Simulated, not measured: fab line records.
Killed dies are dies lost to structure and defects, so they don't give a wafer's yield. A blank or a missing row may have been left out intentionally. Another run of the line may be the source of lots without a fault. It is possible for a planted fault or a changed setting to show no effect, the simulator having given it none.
fab line records	flow n5_finfet
record lots=7	wafers=21
route steps=1938 shown BEOL_M3@941 BEOL_M5@1132 BEOL_M6@1198
start_h: the number of hours between the record's first day and the start of the first shown wafer of the lot	wait_h: how many hours have passed since the lot's step before this one	" unchanged from the row above	L1.1+2: a row that stands for several wafers	- value missing, or start not given	* or withheld: withheld	< > ~ a bound
route shown NAME@n: a module of which the file shows steps, and the number in the route of the first	usual: mean/standard deviation taken from wafers without a fault	same: alike in all rows	chamber/n: place in a boat	sites: each site's reading	_std_site: standard deviation across them	_edge_site: the outer-site mean with the inner-site mean subtracted	radius_mm: how far each site lies from the wafer's centre	mask NAME#n: copy n	behind: the tool/chamber that last shaped the wafer	hold: the reason the lot was held/the length of the hold in hours/how it ended	device: which transistor (n, p or np) failed to switch	end of line: tests run on the same wafers once the route is complete	for a step that has no rows: nothing shown but its recipe	killed: count of dies lost to structure and defects at first sort (not the wafer's yield)	map: a wafer's dies, x killed, . not, _ none there
set.NAME: the setting the step ran with; set.NAME@STEP: the setting that earlier step ran with	model.NAME: the simulator's own value behind a step, which no gauge read
one table per step and one row per wafer, for lots whose settings were changed on purpose
## steps
# step N5_BEOL_M3_EXPOSE_08
# recipe mask_id=M3	na=0.33	source_shape=dipole	sigma_inner=0.369	sigma_outer=0.767	polarization=unpolarized	dose_mj=33
lot.wafer	tool	chamber	start_h	wait_h	mask	set.dose_mj
L074.1+4+5	euv_scanner-01	0	144.27	-	M3#0	32.19
L080.3+5+6	euv_scanner-01	0	191.81	-	M3#0	33
L081.1+5	euv_scanner-02	0	192.05	-	M3#0	33
L081.2	"	0	"	"	M3#0	30.83
L083.1+2+6	euv_scanner-01	0	195.65	-	M3#0	33
L084.3+4+5	euv_scanner-02	0	200.89	-	M3#0	33
L090.3+4	euv_scanner-01	0	242.06	-	M3#0	33
L090.5	"	0	"	"	M3#0	31.05
L097.1+4+6	euv_scanner-02	0	289.98	-	M3#0	33
# step N5_BEOL_M3_PEB_09
# recipe peb_temp_c=100	peb_time_s=60	resist=CAR-EUV
# step N5_BEOL_M3_DEVELOP_10
# recipe develop_time_s=30	developer=TMAH	resist=CAR-EUV	rinse_liquid=surfactant_rinse	dry=air_spin	dev_temp_c=23
# step N5_BEOL_M3_CD_MEAS_11
# recipe target_cd_nm=17.05	landing_energy_ev=500	detector=se_inlens	polarity=opening
# usual cd_nm=17.24/0.23
lot.wafer	tool	chamber	start_h	wait_h	set.dose_mj@BEOL_M3_EXPOSE_08	cd_nm
L074.1	cd_sem-01	0	144.39	-	32.19	16.91
L074.4	"	0	"	"	32.19	16.52
L074.5	"	0	"	"	32.19	16.91
L080.3	cd_sem-02	0	191.92	-	33	17.11
L080.5	"	0	"	"	33	17.36
L080.6	"	0	"	"	33	17.17
L081.1	cd_sem-03	0	192.17	-	33	17.07
L081.2	"	0	"	"	30.83	15.47
L081.5	"	0	"	"	33	16.93
L083.1	cd_sem-01	0	195.77	-	33	17.23
L083.2	"	0	"	"	33	17.42
L083.6	"	0	"	"	33	17.82
L084.3	cd_sem-03	0	201.01	-	33	17.08
L084.4	"	0	"	"	33	17.17
L084.5	"	0	"	"	33	17.36
L090.3	cd_sem-01	0	242.18	-	33	17.14
L090.4	"	0	"	"	33	17.49
L090.5	"	0	"	"	31.05	15.83
L097.1	cd_sem-02	0	290.11	-	33	17.20
L097.4	"	0	"	"	33	17.28
L097.6	"	0	"	"	33	16.97
# step N5_BEOL_M3_DESCUM_16
# recipe chemistry=O2	time_s=7	source_power_w=50	bias_power_w=20	pressure_mtorr=20	rf_frequency_hz=2.712e+07	temp_c=40	resist=CAR-EUV	o2_flow_sccm=225
# step N5_BEOL_M3_ETCH_74
# recipe chemistry=N2/H2	target=underlayer	target_depth_a=65	mask_material=CAR-EUV	time_s=5.2	ion_energy_ev=200	pressure_mtorr=30	source_w=840	bias_w=150	n2_flow_sccm=200	h2_flow_sccm=200	ends=cleared
lot.wafer	tool	chamber	start_h	wait_h	set.dose_mj@BEOL_M3_EXPOSE_08	model.BEOL_M3.cd_offset_nm
L074.1	rie_diel-03	1	144.55	0.0	32.19	-0.2
L074.4	"	3	"	"	32.19	-0.6
L074.5	"	0	"	"	32.19	-0.4
L080.3+6	rie_diel-02	1,2	192.09	0.0	33	0.2
L080.5	"	3	"	"	33	0.4
L081.1	rie_diel-05	0	192.33	0.0	33	0.2
L081.2	"	3	"	"	30.83	-1.4
L081.5	"	2	"	"	33	0
L083.1	rie_diel-03	0	195.93	0.0	33	0.2
L083.2+6	"	3,1	"	"	33	0.4
L084.3+4+5	rie_diel-02	0,2,0	201.16	0.0	33	0.2
L090.3	rie_diel-03	2	242.33	0.0	33	0.2
L090.4	"	3	"	"	33	0
L090.5	"	1	"	"	31.05	-1
L097.1	rie_diel-02	3	291.10	0.0	33	0.4
L097.4+6	"	0	"	"	33	0.2
# step N5_BEOL_M3_ETCH_63
# recipe chemistry=CF4	target=SiARC	target_depth_a=156	mask_material=CAR-EUV	time_s=26	ion_energy_ev=80	pressure_mtorr=40	source_w=545	bias_w=36	Ar_flow_sccm=100	cf4_flow_sccm=100	ends=cleared
lot.wafer	tool	chamber	start_h	wait_h	set.dose_mj@BEOL_M3_EXPOSE_08	model.BEOL_M3.cd_offset_nm
L074.1+5	rie_diel-03	1,0	144.57	0.0	32.19	-0.4
L074.4	"	3	"	"	32.19	-0.6
L080.3+6	rie_diel-02	1,2	192.11	0.0	33	0.2
L080.5	"	3	"	"	33	0.4
L081.1	rie_diel-05	0	192.35	0.0	33	0
L081.2	"	3	"	"	30.83	-1.2
L081.5	"	2	"	"	33	0.2
L083.1+2	rie_diel-03	0,3	195.95	0.0	33	0.2
L083.6	"	1	"	"	33	0.4
L084.3+4+5	rie_diel-02	0,2,0	201.18	0.0	33	0.2
L090.3	rie_diel-03	2	242.35	0.0	33	0.2
L090.4	"	3	"	"	33	0
L090.5	"	1	"	"	31.05	-1
L097.1	rie_diel-02	3	291.12	0.0	33	0.4
L097.4+6	"	0	"	"	33	0.2
# step N5_BEOL_M3_ETCH_64
# recipe chemistry=N2/H2	target=SOC	target_depth_a=750	overetch_a=150	mask_material=SiARC	temp_c=40	time_s=112.5	ion_energy_ev=200	pressure_mtorr=30	source_w=840	bias_w=150	n2_flow_sccm=200	h2_flow_sccm=200
lot.wafer	tool	chamber	start_h	wait_h	set.time_s	set.dose_mj@BEOL_M3_EXPOSE_08	model.BEOL_M3.cd_offset_nm
L074.1	rie_diel-03	1	144.60	0.0	112.5	32.19	-0.4
L074.4	"	3	"	"	112.5	32.19	0
L074.5	"	0	"	"	102.1	32.19	-0.2
L080.3	rie_diel-02	1	192.13	0.0	112.5	33	0
L080.5	"	3	"	"	112.5	33	0.4
L080.6	"	2	"	"	112.5	33	0.2
L081.1	rie_diel-05	0	192.38	0.0	112.5	33	0.4
L081.2	"	3	"	"	112.5	30.83	-1.6
L081.5	"	2	"	"	95.74	33	0
L083.1+2	rie_diel-03	0,3	195.98	0.0	94.44	33	0.2
L083.6	"	1	"	"	112.5	33	0.4
L084.3	rie_diel-02	0	201.21	0.0	123.2	33	0.4
L084.4	"	2	"	"	123.2	33	0.6
L084.5	"	0	"	"	112.5	33	0.2
L090.3	rie_diel-03	2	242.38	0.0	112.5	33	0.4
L090.4	"	3	"	"	90.93	33	0
L090.5	"	1	"	"	90.93	31.05	-1.6
L097.1	rie_diel-02	3	291.15	0.0	112.5	33	0.4
L097.4	"	0	"	"	112.5	33	-0.2
L097.6	"	0	"	"	112.5	33	0
# step N5_BEOL_M3_STRIP_65
# recipe chemistry=N2/H2	temp_c=40	n2_flow_sccm=200	h2_flow_sccm=200	rf_frequency_hz=6e+07
# step N5_BEOL_M3_STRIP_75
# recipe chemistry=N2/H2	temp_c=40	n2_flow_sccm=200	h2_flow_sccm=200	rf_frequency_hz=6e+07
# step N5_BEOL_M3_STRIP_66
# recipe chemistry=CF4	resist=SiARC	power_w=300	bias_power_w=75	pressure_mtorr=50	cf4_flow_sccm=150	rf_frequency_hz=6e+07
# step N5_BEOL_M3_HM_OPEN_17
# recipe chemistry=Cl2/BCl3	target_depth_a=200	overetch_a=60	target=TiN	mask_material=SOC	ion_energy_ev=150	pressure_mtorr=10	icp_w=1000	bias_w=126	Cl2_flow_sccm=53.25	bcl3_flow_sccm=21.75	Ar_flow_sccm=25
lot.wafer	tool	chamber	start_h	wait_h	set.dose_mj@BEOL_M3_EXPOSE_08	model.BEOL_M3.cd_offset_nm
L074.1+5	rie_metal-01	1,0	144.76	0.0	32.19	-0.2
L074.4	"	1	"	"	32.19	0
L080.3+6	rie_metal-01	0	192.33	0.1	33	0
L080.5	"	1	"	"	33	0.4
L081.1	rie_metal-01	0	192.54	0.0	33	0.2
L081.2	"	1	"	"	30.83	-1.6
L081.5	"	1	"	"	33	0
L083.1	rie_metal-02	0	196.14	0.0	33	0
L083.2	"	1	"	"	33	0.2
L083.6	"	0	"	"	33	0.4
L084.3+4	rie_metal-03	1,0	201.41	0.1	33	0.4
L084.5	"	1	"	"	33	0.2
L090.3	rie_metal-01	0	242.58	0.1	33	0.2
L090.4	"	1	"	"	33	-0.2
L090.5	"	0	"	"	31.05	-1.8
L097.1	rie_metal-01	0	291.33	0.0	33	0.4
L097.4	"	0	"	"	33	-0.4
L097.6	"	0	"	"	33	-0.2
# step N5_BEOL_M3_STRIP_19
# recipe chemistry=O2	power_w=400	temp_c=40	pressure_mtorr=30	rf_frequency_hz=6e+07	bias_power_w=0	overash_fraction=0.2	o2_flow_sccm=225
# step N5_BEOL_M3_CD_MEAS_18
# recipe pitch_nm=36	target_cd_nm=18
# usual cd_nm=18.3/0.34
lot.wafer	tool	chamber	start_h	wait_h	set.dose_mj@BEOL_M3_EXPOSE_08	cd_nm
L074.1	cd_sem-01	-	144.94	0.0	32.19	17.9
L074.4	"	-	"	"	32.19	18.0
L074.5	"	-	"	"	32.19	17.6
L080.3	cd_sem-03	-	192.48	0.1	33	18.3
L080.5	"	-	"	"	33	18.5
L080.6	"	-	"	"	33	17.9
L081.1	cd_sem-02	-	192.72	0.0	33	18.2
L081.2	"	-	"	"	30.83	16.1
L081.5	"	-	"	"	33	18.1
L083.1	cd_sem-02	-	196.32	0.0	33	17.9
L083.2	"	-	"	"	33	18.2
L083.6	"	-	"	"	33	18.6
L084.3	cd_sem-01	-	201.56	0.1	33	18.2
L084.4	"	-	"	"	33	18.5
L084.5	"	-	"	"	33	18.0
L090.3	cd_sem-03	-	242.73	0.1	33	18.1
L090.4	"	-	"	"	33	17.7
L090.5	"	-	"	"	31.05	15.9
L097.1	cd_sem-01	-	291.61	0.1	33	18.1
L097.4	"	-	"	"	33	17.7
L097.6	"	-	"	"	33	18.0
# step N5_BEOL_M3_COAT_67
# recipe resist=SOC	temp_c=250	time_s=60	spin_rpm=1500	resist_thk_nm=60
# step N5_BEOL_M3_COAT_68
# recipe resist=SiARC	temp_c=220	time_s=60	spin_rpm=1500	resist_thk_nm=12
# step N5_BEOL_M3_PRECLEAN_42
# recipe chemistry=residue_remover	time_s=60	temp_c=40
# step N5_BEOL_M3_SRD_43
# recipe time_s=30	temp_c=23	rinse_liquid=diw	dry=ipa_marangoni
# step N5_BEOL_M3_CD_MEAS_35
# recipe target_cd_nm=18	target_cd_y_nm=21	polarity=opening
# usual cd_nm=18.3/0.36
lot.wafer	tool	chamber	start_h	wait_h	set.dose_mj@BEOL_M3_EXPOSE_08	cd_nm
L074.1	cd_sem-01	-	152.66	0.0	32.19	18.0
L074.4	"	-	"	"	32.19	17.9
L074.5	"	-	"	"	32.19	18.0
L080.3	cd_sem-02	-	194.47	0.0	33	18.0
L080.5	"	-	"	"	33	18.7
L080.6	"	-	"	"	33	17.9
L081.1	cd_sem-02	-	194.69	0.0	33	18.1
L081.2	"	-	"	"	30.83	16.3
L081.5	"	-	"	"	33	17.9
L083.1	cd_sem-01	-	199.49	0.0	33	18.1
L083.2	"	-	"	"	33	18.6
L083.6	"	-	"	"	33	18.2
L084.3	cd_sem-02	-	210.28	0.0	33	18.2
L084.4	"	-	"	"	33	18.5
L084.5	"	-	"	"	33	18.3
L090.3	cd_sem-02	-	244.97	0.0	33	18.0
L090.4	"	-	"	"	33	18.0
L090.5	"	-	"	"	31.05	16.3
L097.1	cd_sem-03	-	293.46	0.0	33	18.4
L097.4	"	-	"	"	33	18.1
L097.6	"	-	"	"	33	17.8
# step N5_BEOL_M5_ETCH_62
# recipe chemistry=N2/H2	target=SOC	target_depth_a=750	overetch_a=150	mask_material=SiARC	temp_c=40	time_s=112.5	ion_energy_ev=200	pressure_mtorr=30	source_w=840	bias_w=150	n2_flow_sccm=200	h2_flow_sccm=200
# usual rf_vpp_V=523.7/1.8
lot.wafer	tool	chamber	start_h	wait_h	set.source_w	rf_vpp_V
L074.1	rie_diel-03	2	168.47	0.0	720.8	552.9
L074.4	"	1	"	"	840	526.6
L074.5	"	3	"	"	720.8	550.6
L080.3	rie_diel-05	3	214.86	0.0	799.7	529.1
L080.5	"	3	"	"	840	521.3
L080.6	"	0	"	"	799.7	531.0
L081.1	rie_diel-03	3	216.99	0.0	840	524.4
L081.2	"	2	"	"	966.5	502.7
L081.5	"	3	"	"	840	524.2
L083.1	rie_diel-03	3	219.20	0.0	840	525.0
L083.2	"	1	"	"	840	526.2
L083.6	"	2	"	"	840	526.4
L084.3	rie_diel-03	3	231.67	0.0	840	525.9
L084.4	"	2	"	"	840	526.0
L084.5	"	1	"	"	840	525.6
L090.3	rie_diel-05	2	266.39	0.0	840	523.9
L090.4	"	1	"	"	840	527.4
L090.5	"	2	"	"	840	524.1
L097.1	rie_diel-03	0	309.53	0.0	840	522.2
L097.4	"	3	"	"	840	523.8
L097.6	"	0	"	"	840	521.4
# step N5_BEOL_M5_COAT_66
# recipe resist=SiARC	temp_c=220	time_s=60	spin_rpm=1500	resist_thk_nm=12
lot.wafer	tool	chamber	start_h	wait_h	set.spin_rpm
L074.1+4+5	litho_track-05	0	-	-	1500
L080.3+5	litho_track-05	0	-	-	1445
L080.6	"	0	"	"	1500
L081.1+2+5	litho_track-05	0	-	-	1500
L083.1+6	litho_track-02	0	-	-	1569
L083.2	"	0	"	"	1500
L084.3+5	litho_track-05	0	-	-	1500
L084.4	"	0	"	"	1345
L090.3+4+5	litho_track-01	0	-	-	1500
L097.1+4+6	litho_track-02	0	-	-	1500
# step N5_BEOL_M5_COAT_74
# recipe resist=underlayer	temp_c=205	time_s=60	spin_rpm=1500	resist_thk_nm=5
# step N5_BEOL_M5_COAT_22
# recipe resist=CAR-EUV	spin_rpm=1500	resist_thk_nm=30
# step N5_BEOL_M5_DESCUM_33
# recipe chemistry=O2	time_s=7	source_power_w=50	bias_power_w=20	pressure_mtorr=20	rf_frequency_hz=2.712e+07	temp_c=40	resist=CAR-EUV	o2_flow_sccm=225
# step N5_BEOL_M5_ETCH_75
# recipe chemistry=N2/H2	target=underlayer	target_depth_a=65	mask_material=CAR-EUV	time_s=5.2	ion_energy_ev=200	pressure_mtorr=30	source_w=840	bias_w=150	n2_flow_sccm=200	h2_flow_sccm=200	ends=cleared
# step N5_BEOL_M5_ETCH_67
# recipe chemistry=CF4	target=SiARC	target_depth_a=156	mask_material=CAR-EUV	time_s=26	ion_energy_ev=80	pressure_mtorr=40	source_w=545	bias_w=36	Ar_flow_sccm=100	cf4_flow_sccm=100	ends=cleared
lot.wafer	tool	chamber	start_h	wait_h	set.spin_rpm@BEOL_M5_COAT_66	model.etch.depth_nm
L074.1	rie_diel-03	0	169.46	0.0	1500	12.02
L074.4+5	"	2,3	"	"	1500	12
L080.3	rie_diel-02	0	215.99	0.0	1445	12.18
L080.5	"	1	"	"	1445	12.2
L080.6	"	2	"	"	1500	11.95
L081.1	rie_diel-03	2	217.83	0.0	1500	12
L081.2	"	0	"	"	1500	12.06
L081.5	"	1	"	"	1500	12.02
L083.1+6	rie_diel-05	1,2	223.35	0.0	1569	11.76
L083.2	"	2	"	"	1500	12.01
L084.3	rie_diel-05	3	235.55	0.0	1500	11.94
L084.4	"	1	"	"	1345	12.63
L084.5	"	1	"	"	1500	11.93
L090.3	rie_diel-02	1	267.77	0.0	1500	12.06
L090.4+5	"	3,2	"	"	1500	12.04
L097.1+4	rie_diel-02	2,3	310.88	0.0	1500	12.04
L097.6	"	2	"	"	1500	12
# step N5_BEOL_M5_DEP_56
# recipe material=SiCN	target_thk_a=80	temp_c=withheld	precursor=3MS/NH3	pressure_torr=3	rf_w=202	time_s=14
lot.wafer	tool	chamber	start_h	wait_h	set.time_s	model.SiCN_of_BEOL_M5_DEP_56.thk_nm
L074.1+4+5	pecvd-03	0,1,2	177.10	0.0	14	8
L080.3	pecvd-02	1	224.15	0.0	12.57	7.2
L080.5	"	1	"	"	14	7.8
L080.6	"	0	"	"	14	8
L081.1	pecvd-03	0	226.10	0.0	14	8
L081.2	"	2	"	"	14	7.8
L081.5	"	1	"	"	12.8	7.4
L083.1	pecvd-01	0	231.02	0.0	14	8.2
L083.2+6	"	1	"	"	12.92	7.4
L084.3	pecvd-02	1	242.70	0.0	15.73	8.8
L084.4+5	"	2,1	"	"	15.73	9
L090.3	pecvd-02	0	274.91	0.0	12.9	7
L090.4	"	0	"	"	14	7.8
L090.5	"	1	"	"	12.9	7.2
L097.1+4	pecvd-01	2,0	318.93	0.0	14	8.2
L097.6	"	2	"	"	14	8.4
# step N5_BEOL_M6_HM_DEP_02
# recipe material=TiN	target_thk_a=200	temp_c=25	chamber_pressure_pa=0.49996
lot.wafer	tool	chamber	start_h	wait_h	set.target_thk_a	model.TiN_of_BEOL_M6_HM_DEP_02.thk_nm
L074.1+4	pvd_sputter-03	-	178.91	1.0	200	20.2
L074.5	"	-	"	"	178.8	18.2
L080.3+5	pvd_sputter-03	-	226.51	1.3	191.6	19
L080.6	"	-	"	"	200	20
L081.1	pvd_sputter-02	-	230.21	2.4	200	20.2
L081.2	"	-	"	"	200	20
L081.5	"	-	"	"	220.2	22
L083.1+2	pvd_sputter-01	-	232.34	0.1	200	20
L083.6	"	-	"	"	191	19.2
L084.3	pvd_sputter-01	-	244.96	1.5	225.9	23
L084.4	"	-	"	"	225.9	23.2
L084.5	"	-	"	"	200	20.4
L090.3	pvd_sputter-01	-	276.02	0.4	173.2	17.4
L090.4	"	-	"	"	200	20
L090.5	"	-	"	"	200	20.4
L097.1+4	pvd_sputter-01	-	320.22	0.4	200	20
L097.6	"	-	"	"	200	19.8
# step N5_BEOL_M6_COAT_59
# recipe resist=SOC	temp_c=250	time_s=60	spin_rpm=1500	resist_thk_nm=100
# step N5_BEOL_M6_COAT_60
# recipe resist=SiARC	temp_c=220	time_s=60	spin_rpm=1500	resist_thk_nm=35
# step N5_BEOL_M6_STRIP_68
# recipe chemistry=N2/H2	temp_c=40	n2_flow_sccm=200	h2_flow_sccm=200	rf_frequency_hz=6e+07
# step N5_BEOL_M6_STRIP_67
# recipe chemistry=CF4	resist=SiARC	power_w=300	bias_power_w=75	pressure_mtorr=50	cf4_flow_sccm=150	rf_frequency_hz=6e+07
# step N5_BEOL_M6_HM_OPEN_17
# recipe chemistry=Cl2/BCl3	target_depth_a=200	overetch_a=60	target=TiN	mask_material=SOC	ion_energy_ev=150	pressure_mtorr=10	icp_w=1000	bias_w=126	Cl2_flow_sccm=53.25	bcl3_flow_sccm=21.75	Ar_flow_sccm=25
lot.wafer	tool	chamber	start_h	wait_h	set.target_thk_a@BEOL_M6_HM_DEP_02	model.etch.depth_nm
L074.1	rie_metal-02	0	179.78	0.0	200	20.23
L074.4	"	1	"	"	200	20.11
L074.5	"	0	"	"	178.8	18.2
L080.3	rie_metal-02	1	227.31	0.1	191.6	18.94
L080.5	"	1	"	"	191.6	18.96
L080.6	"	1	"	"	200	20.02
L081.1	rie_metal-03	1	231.15	0.0	200	20.1
L081.2	"	0	"	"	200	19.92
L081.5	"	0	"	"	220.2	22.1
L083.1	rie_metal-02	1	233.21	0.0	200	19.95
L083.2	"	0	"	"	200	19.97
L083.6	"	1	"	"	191	19.28
L084.3	rie_metal-03	0	245.89	0.1	225.9	23.06
L084.4	"	1	"	"	225.9	23.21
L084.5	"	1	"	"	200	20.42
L090.3	rie_metal-01	0	277.12	0.1	173.2	17.35
L090.4	"	0	"	"	200	19.99
L090.5	"	0	"	"	200	20.36
L097.1	rie_metal-01	1	321.27	0.2	200	20.04
L097.4	"	0	"	"	200	19.98
L097.6	"	0	"	"	200	19.89
# step N5_BEOL_M6_STRIP_19
# recipe chemistry=O2	power_w=400	temp_c=40	pressure_mtorr=30	rf_frequency_hz=6e+07	bias_power_w=0	overash_fraction=0.2	o2_flow_sccm=225
# step N5_BEOL_M6_STRIP_76
# recipe chemistry=C4F6/O2	resist=SiARC	rf_frequency_hz=6e+07
# step N5_BEOL_M6_STRIP_36
# recipe chemistry=N2/H2	power_w=450	temp_c=40	pressure_mtorr=20	rf_frequency_hz=6e+07	overash_fraction=0.3	bias_power_w=7	h2_frac=0.5	n2_flow_sccm=200	h2_flow_sccm=200
# step N5_BEOL_M6_TRENCH_ETCH_37
# recipe chemistry=C4F6/O2	target_depth_a=944.35	target=SiCOH_lowk	time_s=31.5	ion_energy_ev=250	pressure_mtorr=30	source_w=345	bias_w=185	Ar_flow_sccm=300	C4F6_flow_sccm=10	O2_flow_sccm=10
lot.wafer	tool	chamber	start_h	wait_h	set.target_thk_a@BEOL_M6_HM_DEP_02	model.TiN_of_BEOL_M6_HM_DEP_02.thk_nm
L074.1	rie_diel-01	1	-	-	200	17.6
L074.4	"	0	"	"	200	17.4
L074.5	"	2	"	"	178.8	15.6
L080.3+5	rie_diel-06	2,0	-	-	191.6	16.2
L080.6	"	2	"	"	200	17.2
L083.1+2	rie_diel-01	3,1	-	-	200	17.2
L083.6	"	1	"	"	191	16.6
L081.1	rie_diel-04	2	-	-	200	17.4
L081.2	"	0	"	"	200	17
L081.5	"	2	"	"	220.2	19.4
L084.3+4	rie_diel-06	0,1	-	-	225.9	20.4
L084.5	"	0	"	"	200	17.6
L090.3	rie_diel-01	1	-	-	173.2	14.6
L090.4	"	2	"	"	200	17.4
L090.5	"	2	"	"	200	17.8
L097.1+4+6	rie_diel-04	0,2,3	-	-	200	17.2
## key
split step=N5_BEOL_M3_EXPOSE_08	setting=dose_mj	stated=33	by=wafer
response step=N5_BEOL_M3_CD_MEAS_11	reading=cd_nm	change=+0.242	per=1%	r=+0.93
response step=N5_BEOL_M3_ETCH_74	reading=model.BEOL_M3.cd_offset_nm	change=+0.209	per=1%	r=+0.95
response step=N5_BEOL_M3_ETCH_63	reading=model.BEOL_M3.cd_offset_nm	change=+0.193	per=1%	r=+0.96
response step=N5_BEOL_M3_ETCH_64	reading=model.BEOL_M3.cd_offset_nm	change=+0.288	per=1%	r=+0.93
response step=N5_BEOL_M3_HM_OPEN_17	reading=model.BEOL_M3.cd_offset_nm	change=+0.279	per=1%	r=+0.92
response step=N5_BEOL_M3_CD_MEAS_18	reading=cd_nm	change=+0.322	per=1%	r=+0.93
response step=N5_BEOL_M3_CD_MEAS_35	reading=cd_nm	change=+0.266	per=1%	r=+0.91
split step=N5_BEOL_M3_ETCH_64	setting=time_s	stated=112.5	by=wafer
response none clear
split step=N5_BEOL_M5_ETCH_62	setting=source_w	stated=840	by=wafer
response step=N5_BEOL_M5_ETCH_62	reading=rf_vpp_V	change=-1.61	per=1%	r=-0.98
split step=N5_BEOL_M5_COAT_66	setting=spin_rpm	stated=1500	by=wafer
response step=N5_BEOL_M5_ETCH_67	reading=model.etch.depth_nm	change=-0.0655	per=1%	r=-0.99
split step=N5_BEOL_M5_DEP_56	setting=time_s	stated=14	by=wafer
response step=N5_BEOL_M5_DEP_56	reading=model.SiCN_of_BEOL_M5_DEP_56.thk_nm	change=+0.0773	per=1%	r=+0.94
split step=N5_BEOL_M6_HM_DEP_02	setting=target_thk_a	stated=200	by=wafer
response step=N5_BEOL_M6_HM_DEP_02	reading=model.TiN_of_BEOL_M6_HM_DEP_02.thk_nm	change=+0.201	per=1%	r=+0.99
response step=N5_BEOL_M6_HM_OPEN_17	reading=model.etch.depth_nm	change=+0.204	per=1%	r=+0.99
response step=N5_BEOL_M6_TRENCH_ETCH_37	reading=model.TiN_of_BEOL_M6_HM_DEP_02.thk_nm	change=+0.21	per=1%	r=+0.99
